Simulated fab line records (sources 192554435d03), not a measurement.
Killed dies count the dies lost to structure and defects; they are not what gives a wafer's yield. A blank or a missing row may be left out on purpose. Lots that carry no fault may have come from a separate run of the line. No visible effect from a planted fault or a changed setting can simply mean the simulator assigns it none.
Which of the tools did it?    flow n5-finfet    Sampling: 10 lots, 26 wafers, 5 of 1938 route steps

## WHAT EACH GAUGE READ, for each wafer
N5_BEOL_M1_THK_MEAS_01. Usual: M1_ILD_THK 79.0 nm, standard deviation 1.1.
lot   measured      on             M1_ILD_THK (nm)  flag
L498  day 6 05:10   film-metro-01  79.6 78.2 80.7   
L503  day 7 03:41   film-metro-01  79.5 78.4 79.7   
L507  day 8 09:52   film-metro-02  76.2 78.5 78.5   
L510  day 8 19:29   film-metro-01  77.0 77.0        
L511  day 9 09:20   film-metro-01  79.7 79.7 79.8   
L512  day 9 10:22   film-metro-02  79.2 80.1        
L516  day 10 09:44  film-metro-01  77.6 78.2        
L518  day 10 22:20  film-metro-02  80.0 80.8        
L520  day 11 17:43  film-metro-02  77.3 79.3 78.6   
L521  day 11 23:02  film-metro-02  78.9 80.6 80.3   

N5_BEOL_M1_CD_MEAS_28: target cd y 23.3 nm. Usual: cd-nm 23.99 nm, standard deviation 0.24.
lot   measured      on         cd-nm (nm)         flag
L498  day 6 08:06   cd-sem-03  23.70 23.59 24.14  
L503  day 7 05:37   cd-sem-02  24.04 24.09 23.76  
L507  day 8 12:30   cd-sem-03  23.69 23.84 24.06  
L510  day 8 21:43   cd-sem-03  23.99 24.00        
L511  day 9 13:44   cd-sem-02  24.29 24.18 23.66  
L512  day 9 13:48   cd-sem-01  23.83 23.87        
L516  day 10 11:38  cd-sem-03  24.40 23.88        
L518  day 11 00:04  cd-sem-02  24.22 23.87        
L520  day 11 19:50  cd-sem-01  23.74 23.61 24.14  
L521  day 12 02:14  cd-sem-02  23.93 23.94 23.83  

N5_BEOL_M4_RC_MEAS_101. Usual: DIBL_N 36.6 mV/V, standard deviation 2.1; DIBL_P 36.3 mV/V, standard deviation 2.2; IOFF_N 0.16 nA/um, standard deviation 0.036; IOFF_P 0.21 nA/um, standard deviation 0.038; ION_N 671 uA/um, standard deviation 12; ION_P 460 uA/um, standard deviation 7.5; SS_N 71.8 mV/dec, standard deviation 0.72; SS_P 73.3 mV/dec, standard deviation 0.72; VT_N 250 mV, standard deviation 3.2; VT_P -250 mV, standard deviation 3.5.
lot   measured      on         DIBL_N (mV/V)   DIBL_P (mV/V)   IOFF_N (nA/um)  IOFF_P (nA/um)  ION_N (uA/um)  ION_P (uA/um)  SS_N (mV/dec)   SS_P (mV/dec)   VT_N (mV)    VT_P (mV)       flag
L498  day 7 18:29   prober-02  40.1 35.0 37.9  39.8 35.4 38.1  0.20 0.12 0.16  0.21 0.16 0.19  675 655 669    456 453 456    72.6 71.2 71.4  73.9 72.8 73.9  248 253 252  -254 -257 -257  
L503  day 9 00:05   prober-01  37.5 38.7 39.7  36.5 37.5 39.3  0.18 0.21 0.24  0.23 0.27 0.32  673 697 686    463 474 464    71.3 72.4 72.7  73.2 73.8 74.3  247 246 242  -248 -245 -242  
L507  day 10 02:48  prober-02  34.4 35.4 32.6  35.1 35.9 33.4  0.13 0.15 0.11  0.19 0.21 0.16  663 678 666    456 470 461    70.9 71.0 70.7  72.4 73.1 72.5  252 249 252  -252 -249 -252  
L510  day 10 11:11  prober-01  36.3 38.9       36.0 39.8       0.15 0.22       0.20 0.26       648 677        449 462        71.5 72.6       72.8 73.6       251 246      -248 -245       
L511  day 11 02:44  prober-01  40.5 42.0 40.0  39.9 42.1 37.6  0.23 0.27 0.20  0.26 0.30 0.21  696 694 666    469 470 452    72.1 73.8 73.2  74.7 74.8 73.8  244 246 249  -249 -244 -251  
L512  day 11 03:40  prober-01  35.9 36.2       36.8 37.5       0.16 0.17       0.21 0.22       667 673        463 458        71.9 72.4       72.9 73.7       250 246      -252 -251       
L516  day 12 11:01  prober-02  34.1 36.6       35.0 37.4       0.13 0.18       0.18 0.21       680 669        464 456        71.4 72.4       72.3 73.0       249 249      -251 -252       
L518  day 12 19:21  prober-02  37.9 36.4       37.7 36.9       0.18 0.16       0.22 0.22       672 682        451 462        71.8 71.6       73.7 73.5       250 249      -253 -251       
L520  day 13 11:47  prober-01  36.2 36.7 34.0  34.9 35.4 31.1  0.14 0.14 0.10  0.17 0.19 0.13  672 673 659    461 463 451    71.9 71.5 70.7  72.5 73.0 71.5  251 250 254  -255 -253 -258  
L521  day 13 12:16  prober-02  35.4 36.7 36.5  34.1 37.2 36.3  0.15 0.17 0.16  0.20 0.27 0.23  671 686 678    462 478 467    70.7 71.8 71.5  73.4 73.5 74.0  250 247 249  -248 -245 -246  

## EACH LOT AND THE TOOL THAT RAN IT (in order: tool; ch and the chambers of the sampled wafers; start)
lot   N5_BEOL_M1_DESCUM_16                N5_BEOL_M1_ALD_98
L498  rie-diel-03 ch 0,1,3, day 6 06:54   ald-sin-01 ch 1,2,3, day 6 08:24
L503  rie-diel-06 ch 0,2,3, day 7 04:52   ald-sin-01 ch 1,2,3, day 7 05:53
L507  rie-diel-05 ch 1,2,3, day 8 11:45   ald-sin-03 ch 0,2, day 8 13:20
L510  rie-diel-06 ch 0,3, day 8 20:50     ald-sin-03 ch 1, day 8 22:17
L511  rie-diel-03 ch 0,1,3, day 9 12:52   ald-sin-03 ch 0,1,3, day 9 14:02
L512  rie-diel-05 ch 3, day 9 12:56       ald-sin-03 ch 0,1, day 9 14:32
L516  rie-diel-05 ch 1,3, day 10 10:53    ald-sin-01 ch 1,3, day 10 11:53
L518  rie-diel-03 ch 0,3, day 10 23:19    ald-sin-03 ch 0, day 11 00:22
L520  rie-diel-06 ch 1,2,3, day 11 19:05  ald-sin-01 ch 0,1,3, day 11 20:20
L521  rie-diel-03 ch 0,1, day 12 01:26    ald-sin-04 ch 1,2,3, day 12 03:28
- N5_BEOL_M1_DESCUM_16: chemistry O2, time 7 s.
- N5_BEOL_M1_ALD_98: deposits SiO2, target thk 2.5 nm, pulse time 1 s, co reactant pulse time 1 s.

## WHAT THE TOOLS THEMSELVES READ (means of the sampled wafers that have a number; where no wafer has one, the mark that the record gives instead)
N5_BEOL_M1_DESCUM_16. Usual: drypump-motor-current-A 5.7 A, standard deviation 0.3; oes-product-au 0.77 a.u., standard deviation 0.078; rf-vpp-V 243.2 V, standard deviation 1.4; showerhead-plenum-p-Torr 2.09 Torr, standard deviation 0.072; throttle-valve-pct 20.49 %, standard deviation 0.2.
lot   tool         drypump-motor-current-A (A)  oes-product-au (a.u.)  rf-vpp-V (V)  showerhead-plenum-p-Torr (Torr)  throttle-valve-pct (%)  flag
L498  rie-diel-03  5.6                          0.73                   242.7         2.05                             20.49                   
L503  rie-diel-06  5.7                          0.79                   244.1         2.11                             20.59                   
L507  rie-diel-05  5.8                          0.83                   243.6         2.13                             20.23                   
L510  rie-diel-06  5.8                          0.82                   242.3         2.12                             20.70                   
L511  rie-diel-03  5.6                          0.71                   242.7         2.04                             20.54                   
L512  rie-diel-05  6.2                          0.91                   245.8         2.22                             20.49                   
L516  rie-diel-05  5.9                          0.80                   244.4         2.15                             20.27                   
L518  rie-diel-03  5.3                          0.70                   242.9         2.06                             20.48                   
L520  rie-diel-06  5.7                          0.76                   243.5         2.13                             20.62                   
L521  rie-diel-03  5.9                          0.68                   242.1         2.01                             20.63                   

N5_BEOL_M1_ALD_98. Usual: chamber-pressure-Torr 2.001 Torr, standard deviation 0.0043; heater-power-w 74 W, standard deviation 8.3; precursor-pulse-height-rel 0.998, standard deviation 0.021.
lot   tool        chamber-pressure-Torr (Torr)  heater-power-w (W)  precursor-pulse-height-rel  flag
L498  ald-sin-01  2.001                         75                  0.983                       
L503  ald-sin-01  1.995                         75                  0.996                       
L507  ald-sin-03  1.999                         73                  0.997                       
L510  ald-sin-03  1.989                         82                  1.006                       
L511  ald-sin-03  2.004                         74                  1.021                       
L512  ald-sin-03  2.005                         75                  1.022                       
L516  ald-sin-01  2.000                         66                  1.008                       
L518  ald-sin-03  2.002                         69                  0.984                       
L520  ald-sin-01  1.998                         67                  0.979                       
L521  ald-sin-04  2.003                         73                  1.001                       

## THE ANSWER, worked out from the rows above alone
Rule: a lot counts as off when the mean over its wafers that have a number is more than 3 standard deviations away from the usual mean. Also off: a lot with no number at a reading for which 4 or more lots have one. Where the step has rows for the other lots, those lots are counted as sound. Order of review: gauges by route order, followed by the tools' own readings, for which a lot's mean as printed above is used. The first step at which some lot is off is used, and at that step the reading that is off furthest; a lot without a number counts as furthest.
None of the lots is off at any reading shown; this tells nothing.

## WHAT WAS PUT IN BY THE SIMULATOR
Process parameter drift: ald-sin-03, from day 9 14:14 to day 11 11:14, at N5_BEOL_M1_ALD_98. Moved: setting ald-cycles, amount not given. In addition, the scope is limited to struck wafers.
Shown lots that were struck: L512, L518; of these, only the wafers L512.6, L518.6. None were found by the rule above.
